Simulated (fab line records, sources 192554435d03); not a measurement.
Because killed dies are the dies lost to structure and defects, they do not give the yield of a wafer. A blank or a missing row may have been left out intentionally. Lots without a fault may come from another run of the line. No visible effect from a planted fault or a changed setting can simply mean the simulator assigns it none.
Split-lot trial -- flow n5 finfet -- 7 lots, 21 wafers read, on a route of 1938 steps

SPLIT DETAILS
At N5_BEOL_M14_TRENCH_ETCH_34 (etches SiO2 in C4F8/O2/Ar, target depth 556.65 nm, time 126.9 s), the setting time s was moved away from the recipe's 126.9 s on 9 of the 21 wafers read, by -21.6% to +14.4%. For the rest of the wafers, this setting stayed at what the recipe calls for.

FROM THE SPLIT TO THE READING: what the file shows between them, 10 steps
- N5_BEOL_M14_STRIP_70: strips in C4F8/O2/Ar
- N5_BEOL_M14_OCD_MEAS_35
- N5_BEOL_M14_STRIP_37: strips in O2
- N5_BEOL_M14_ETCH_38: etches SiCN in CF4/N2, target depth 106.5 nm, time 120.6 s
- N5_BEOL_M14_ECD_47: material Cu, target thk 1248 nm
- N5_BEOL_M14_ANNEAL_48: time 90 s
- N5_BEOL_M14_CMP_49: polishes, stops on SiO2, t overpolish 5.2 s, target thk 560 nm
- N5_BEOL_M14_THK_MEAS_50: measures by xrf
- N5_BEOL_M14_PRE_CLEAN_52: time 15 s
- N5_BEOL_M14_DEP_53: deposits SiCN from 3MS/NH3, target thk 50 nm, time 17.8 s

THE READING
At N5_BEOL_M14_RS_MEAS_54, a four-point-probe measurement gives M14_RS in ohm/sq. On this fab line, fault-free wafers typically give 0.0334 ohm/sq with a standard deviation of 0.0013 ohm/sq.

wafer,"tool, chamber at the split","time s as run, s",against the recipe,"M14_RS, ohm/sq",against lot-mates on the recipe
L074.2,"rie diel-01, 0",142.6,+12.4%,0.0288,-0.0071
L074.3,"rie diel-01, 3",142.6,+12.4%,0.0301,-0.0058
L074.5,"rie diel-01, 2",126.9,recipe,0.0359,-
L086.3,"rie diel-03, 1",126.9,recipe,0.0328,-
L086.5,"rie diel-03, 3",99.5,-21.6%,0.0447,+0.0119
L086.6,"rie diel-03, 1",99.5,-21.6%,0.0423,+0.0095
L081.1,"rie diel-01, 3",126.9,recipe,0.0342,-
L081.2,"rie diel-01, 2",126.9,recipe,0.0362,-
L081.4,"rie diel-01, 1",126.9,recipe,0.0336,-
L090.2,"rie diel-01, 3",118.1,-6.9%,0.0362,+0.0026
L090.3,"rie diel-01, 0",118.1,-6.9%,0.0353,+0.0017
L090.6,"rie diel-01, 1",126.9,recipe,0.0336,-
L089.3,"rie diel-01, 0",126.9,recipe,0.0325,-
L089.4,"rie diel-01, 1",103.3,-18.6%,0.0416,+0.0091
L089.6,"rie diel-01, 0",126.9,recipe,0.0325,-
L087.3,"rie diel-01, 1",126.9,recipe,0.0335,-
L087.4,"rie diel-01, 0",145.2,+14.4%,0.0285,-0.0051
L087.5,"rie diel-01, 3",126.9,recipe,0.0338,-
L093.3,"rie diel-04, 0",138,+8.7%,0.0301,-0.0055
L093.4,"rie diel-04, 3",126.9,recipe,0.0356,-
L093.6,"rie diel-04, 3",126.9,recipe,0.0356,-

THE FIT
A straight line over all 21 wafers: M14_RS changes by -0.000407 ohm/sq for each +1% of time s; r = -0.96; the points scatter about the line by 0.0012 ohm/sq.
The same after taking each lot's own level away (the mean of its wafers on the recipe; 21 wafers): -0.000481 ohm/sq for each +1%; r = -0.98; scatter 0.00092 ohm/sq.
The reading moves by 0.01 ohm/sq for the largest change in time s, on that fit.
From 0.03250 to 0.03590 ohm/sq: that is the span of the lots' own levels, equal to 2.6 times the standard deviation above.
So the lot-to-lot level changes the slope: the two fits differ.
Check: +0.00973 ohm/sq against its lot-mates is what the line predicts for one of the wafers moved furthest among these (-21.6%) when that wafer is left out of the fit. It came out at +0.0119 ohm/sq against them.

OTHER SPLITS ON THESE WAFERS
Other splits were also applied to these wafers ahead of the reading. Each is held against what the fit with the lots' levels taken away leaves over:
other split on the same wafers,wafers away from the commonest value,r with M14_RS (lot level and that fit taken away)
N5_BEOL_M13_SPUTTER_44 power w,6,-0.12

THE WHOLE CHAIN: every reading that the file lists as answering this split, in the file's order
step,what it does,reading,change (the file's fit),r (the file's)
N5_BEOL_M14_TRENCH_ETCH_34,"etches SiO2 in C4F8/O2/Ar, target depth 556.65 nm, time 126.9 s","etch.depth nm (the simulator's own value, which no gauge read)",+7.01 nm for each +1% of the setting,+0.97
N5_BEOL_M14_OCD_MEAS_35,,trench depth nm,+7.01 nm for each +1% of the setting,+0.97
N5_BEOL_M14_CMP_49,"polishes, stops on SiO2, t overpolish 5.2 s, target thk 560 nm","Cu_of_BEOL_M14_ECD_47.thk nm (the simulator's own value, which no gauge read)",+6.92 nm for each +1% of the setting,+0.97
N5_BEOL_M14_THK_MEAS_50,measures by xrf,M14_THK,+7.15 for each +1% of the setting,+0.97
N5_BEOL_M14_RS_MEAS_54,measures by four-point-probe,M14_RS,-0.000476 for each +1% of the setting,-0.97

THE FILE'S OWN FIT
M14_RS changes by -0.000476 ohm/sq for each +1% of time s, r = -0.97.
